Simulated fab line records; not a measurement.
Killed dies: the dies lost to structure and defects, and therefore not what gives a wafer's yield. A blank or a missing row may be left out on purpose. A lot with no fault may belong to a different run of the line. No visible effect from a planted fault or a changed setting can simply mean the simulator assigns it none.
Which of the tools did it? | flow n5-finfet | 23 wafers from 8 lots sampled at 6 of the route's 1938 steps

== WHAT THE GAUGES SHOWED, per wafer ==
N5_BEOL_M3_INSPECT_30: inspects for defects (brightfield).
lot  | measured     | on                | raw-defect-count
L678 | day 6 23:09  | defect-inspect-02 | 399 494 349
L680 | day 8 10:11  | defect-inspect-02 | 577 377 577
L683 | day 8 13:34  | defect-inspect-02 | 483 396 484
L685 | day 9 01:05  | defect-inspect-02 | 408 407 554
L690 | day 10 14:16 | defect-inspect-02 | 509 450 1404
L695 | day 11 13:23 | defect-inspect-02 | 432 301 423
L696 | day 11 19:37 | defect-inspect-01 | 290 386 311
L700 | day 12 20:01 | defect-inspect-01 | 361 409

N5_BEOL_M4_RC_MEAS_101.
lot  | measured     | on        | DIBL_N (mV/V)  | DIBL_P (mV/V)  | IOFF_N (nA/um)    | IOFF_P (nA/um) | ION_N (uA/um) | ION_P (uA/um) | SS_N (mV/dec)  | SS_P (mV/dec)  | VT_N (mV)   | VT_P (mV)
L678 | day 8 07:52  | prober-02 | 36.7 37.2 35.3 | 36.3 36.8 34.4 | 0.153 0.171 0.142 | 0.21 0.23 0.18 | 667 673 666   | 459 459 461   | 71.6 71.7 71.2 | 72.7 73.6 72.6 | 251 250 252 | -252 -249 -251
L680 | day 9 02:08  | prober-02 | 34.0 36.0 33.7 | 33.8 37.2 33.5 | 0.141 0.186 0.142 | 0.19 0.26 0.19 | 683 685 678   | 462 468 465   | 71.2 71.9 70.4 | 72.1 73.3 72.3 | 250 245 249 | -250 -246 -250
L683 | day 9 06:25  | prober-01 | 32.8 30.9 34.8 | 32.8 30.8 34.6 | 0.124 0.101 0.152 | 0.17 0.14 0.19 | 669 638 676   | 460 444 460   | 71.5 69.9 71.7 | 72.4 71.8 72.7 | 251 256 247 | -251 -255 -252
L685 | day 10 01:29 | prober-01 | 34.3 31.8 32.5 | 34.2 31.0 31.7 | 0.123 0.089 0.099 | 0.16 0.13 0.13 | 676 667 658   | 456 460 453   | 71.0 70.7 70.8 | 73.0 72.3 71.9 | 253 259 257 | -253 -258 -258
L690 | day 11 12:53 | prober-01 | 35.4 34.8 34.9 | 35.9 35.0 34.9 | 0.176 0.153 0.155 | 0.23 0.21 0.21 | 693 682 678   | 478 471 470   | 71.7 70.9 70.7 | 73.7 73.1 73.3 | 246 249 248 | -247 -248 -250
L695 | day 12 03:52 | prober-01 | 35.5 37.5 35.3 | 35.8 39.5 35.7 | 0.158 0.209 0.144 | 0.20 0.26 0.20 | 681 700 661   | 464 476 460   | 70.7 71.8 71.2 | 73.1 73.2 72.8 | 246 242 249 | -251 -247 -250
L696 | day 13 05:15 | prober-02 | 33.4 34.1 34.6 | 34.3 34.8 35.3 | 0.121 0.133 0.136 | 0.14 0.15 0.15 | 668 677 677   | 450 455 456   | 71.4 71.6 71.7 | 72.9 72.9 72.8 | 253 250 250 | -256 -257 -258
L700 | day 14 00:10 | prober-01 | 36.4 37.0      | 38.0 39.4      | 0.163 0.172       | 0.20 0.22      | 666 676       | 459 464       | 71.1 71.1      | 73.1 73.1      | 246 249     | -252 -251

== WHICH TOOL RAN EACH LOT (tool, then ch and the chambers of the sampled wafers, then the start) ==
lot  | N5_BEOL_M3_DESCUM_16               | N5_BEOL_M3_ETCH_63                 | N5_BEOL_M3_ETCH_64                 | N5_BEOL_M3_STRIP_19
L678 | rie-diel-04 ch 0,2, day 6 22:19    | rie-diel-04 ch 0,2, day 6 22:22    | rie-diel-04 ch 0,2, day 6 22:23    | rie-diel-05 ch 1,3, day 6 22:40
L680 | rie-diel-04 ch 0,2,3, day 8 09:13  | rie-diel-04 ch 0,2,3, day 8 09:16  | rie-diel-04 ch 0,2,3, day 8 09:17  | rie-diel-05 ch 0,1,3, day 8 09:34
L683 | rie-diel-05 ch 0,1,2, day 8 12:44  | rie-diel-05 ch 0,1,2, day 8 12:47  | rie-diel-05 ch 0,1,2, day 8 12:49  | rie-diel-05 ch 0,1,3, day 8 13:05
L685 | rie-diel-04 ch 0,1,3, day 9 00:05  | rie-diel-04 ch 0,1,3, day 9 00:08  | rie-diel-04 ch 0,1,3, day 9 00:10  | rie-diel-04 ch 0,2, day 9 00:36
L690 | rie-diel-02 ch 0,1,3, day 10 13:10 | rie-diel-02 ch 0,1,3, day 10 13:13 | rie-diel-02 ch 0,1,3, day 10 13:15 | rie-diel-02 ch 1,2,3, day 10 13:39
L695 | rie-diel-04 ch 0,1, day 11 12:14   | rie-diel-04 ch 0,1, day 11 12:17   | rie-diel-04 ch 0,1, day 11 12:19   | rie-diel-04 ch 0,2, day 11 12:47
L696 | rie-diel-04 ch 0,1, day 11 18:38   | rie-diel-04 ch 0,1, day 11 18:41   | rie-diel-04 ch 0,1, day 11 18:43   | rie-diel-05 ch 1,2,3, day 11 19:01
L700 | rie-diel-02 ch 0,1, day 12 19:11   | rie-diel-02 ch 0,1, day 12 19:14   | rie-diel-02 ch 0,1, day 12 19:18   | rie-diel-05 ch 1,2, day 12 19:33
- N5_BEOL_M3_DESCUM_16: chemistry O2, time 7 s.
- N5_BEOL_M3_ETCH_63: etches SiARC in CF4, target depth 15.6 nm, time 26 s.
- N5_BEOL_M3_ETCH_64: etches SOC in N2/H2, target depth 75 nm, overetch 15 nm, time 112.5 s.
- N5_BEOL_M3_STRIP_19: strips in O2.

== AS READ BY THE TOOLS THEMSELVES (means over the sampled wafers that have a number; for cases with no such wafer, the mark the record gives instead) ==
N5_BEOL_M3_DESCUM_16.
lot  | tool        | drypump-motor-current-A (A) | oes-product-au (a.u.) | rf-vpp-V (V) | showerhead-plenum-p-Torr (Torr) | throttle-valve-pct (%)
L678 | rie-diel-04 | 6.2                         | 0.85                  | 243.2        | 2.13                            | 20.46
L680 | rie-diel-04 | 6.0                         | 0.84                  | 244.0        | 2.12                            | 20.41
L683 | rie-diel-05 | 5.8                         | 0.79                  | 243.7        | 2.14                            | 20.51
L685 | rie-diel-04 | 5.7                         | 0.86                  | 242.1        | 2.09                            | 20.29
L690 | rie-diel-02 | 5.2                         | 0.87                  | 244.9        | 2.17                            | 20.23
L695 | rie-diel-04 | 5.5                         | 0.84                  | 243.6        | 2.06                            | 20.25
L696 | rie-diel-04 | 5.7                         | 0.80                  | 242.8        | 2.08                            | 20.35
L700 | rie-diel-02 | 5.1                         | 0.91                  | 244.6        | 2.17                            | 20.05

N5_BEOL_M3_ETCH_63.
lot  | tool        | drypump-motor-current-A (A) | etch-rf-on-time-s (s) | mfc-ar-sccm (sccm) | oes-product-au (a.u.) | rf-vpp-V (V) | showerhead-plenum-p-Torr (Torr) | throttle-valve-pct (%)
L678 | rie-diel-04 | 6.2                         | 25.3                  | 99.82              | 0.74                  | 184.9        | 2.17                            | 15.56
L680 | rie-diel-04 | 6.0                         | 26.0                  | 100.03             | 0.72                  | 184.2        | 2.17                            | 15.58
L683 | rie-diel-05 | 5.8                         | 26.0                  | 100.04             | 0.68                  | 184.3        | 2.18                            | 15.63
L685 | rie-diel-04 | 5.7                         | 26.0                  | 99.94              | 0.73                  | 183.8        | 2.14                            | 15.46
L690 | rie-diel-02 | 5.2                         | 26.7                  | 99.92              | 0.73                  | 184.9        | 2.23                            | 15.45
L695 | rie-diel-04 | 5.6                         | 25.6                  | 99.95              | 0.72                  | 184.1        | 2.10                            | 15.37
L696 | rie-diel-04 | 5.7                         | 25.6                  | 100.13             | 0.68                  | 183.7        | 2.11                            | 15.42
L700 | rie-diel-02 | 5.2                         | 26.4                  | 100.15             | 0.76                  | 185.6        | 2.23                            | 15.28

N5_BEOL_M3_ETCH_64.
lot  | tool        | drypump-motor-current-A (A) | oes-product-au (a.u.) | rf-vpp-V (V) | showerhead-plenum-p-Torr (Torr) | throttle-valve-pct (%)
L678 | rie-diel-04 | 6.2                         | 0.67                  | 524.7        | 2.58                            | 17.85
L680 | rie-diel-04 | 6.0                         | 0.66                  | 525.7        | 2.58                            | 17.86
L683 | rie-diel-05 | 5.8                         | 0.64                  | 525.1        | 2.59                            | 17.84
L685 | rie-diel-04 | 5.6                         | 0.68                  | 524.7        | 2.54                            | 17.74
L690 | rie-diel-02 | 5.2                         | 0.69                  | 526.9        | 2.66                            | 17.75
L695 | rie-diel-04 | 5.5                         | 0.66                  | 522.5        | 2.50                            | 17.68
L696 | rie-diel-04 | 5.7                         | 0.63                  | 522.9        | 2.51                            | 17.65
L700 | rie-diel-02 | 5.2                         | 0.71                  | 527.0        | 2.66                            | 17.58

N5_BEOL_M3_STRIP_19.
lot  | tool        | drypump-motor-current-A (A) | oes-product-au (a.u.) | rf-vpp-V (V) | showerhead-plenum-p-Torr (Torr) | throttle-valve-pct (%)
L678 | rie-diel-05 | 5.6                         | 0.82                  | 3.3          | 2.10                            | 16.62
L680 | rie-diel-05 | 5.8                         | 0.80                  | 3.8          | 2.12                            | 16.70
L683 | rie-diel-05 | 5.8                         | 0.79                  | 3.5          | 2.12                            | 16.69
L685 | rie-diel-04 | 6.1                         | 0.80                  | 3.2          | 2.13                            | 16.67
L690 | rie-diel-02 | 5.2                         | 0.80                  | 3.9          | 2.14                            | 16.59
L695 | rie-diel-04 | 6.1                         | 0.78                  | 3.3          | 2.12                            | 16.70
L696 | rie-diel-05 | 5.6                         | 0.82                  | 3.2          | 2.11                            | 16.65
L700 | rie-diel-05 | 5.5                         | 0.79                  | 3.0          | 2.12                            | 16.74

== THE ANSWER, worked out from the rows above alone ==
Rule: the usual values come from the lots themselves. The widest of any qualifying gaps counts: lots, ordered by their means at a reading, are off when they make up no more than a third of the lots, leave a main group of 4 or more, and stand apart from it by 3 or more times the standard deviation of that group's means. If all means in a main group match to the digits the tables above print for the reading, that group is not used. A lot without any number at a reading at which 4 lots or more have one is off too. The other lots that the step has rows for count as sound. After the gauges, taken in route order, come the tools' own readings; for these a lot's mean is taken, as printed above. At the first step where some lot is off, the reading lying furthest off is the one used; lots without a number count as furthest.
Off, at N5_BEOL_M3_INSPECT_30 on raw-defect-count: L690. The main group has a mean of 419 with a standard deviation of 55.
A tool fits if, at a process step before that reading, it ran every lot that is off, and no sound lot after the first of them. Those tools and the gauges at N5_BEOL_M3_INSPECT_30 are tried in the same way. One candidate fits, namely rie-diel-02 at N5_BEOL_M3_STRIP_19. It ran no sound lot before its first lot that is off in this sample, so the start can't be narrowed down.

== WHAT HAD BEEN PUT IN BY THE SIMULATOR ==
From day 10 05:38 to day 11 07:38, rie-diel-02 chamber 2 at N5_BEOL_M3_STRIP_19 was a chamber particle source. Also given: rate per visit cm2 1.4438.
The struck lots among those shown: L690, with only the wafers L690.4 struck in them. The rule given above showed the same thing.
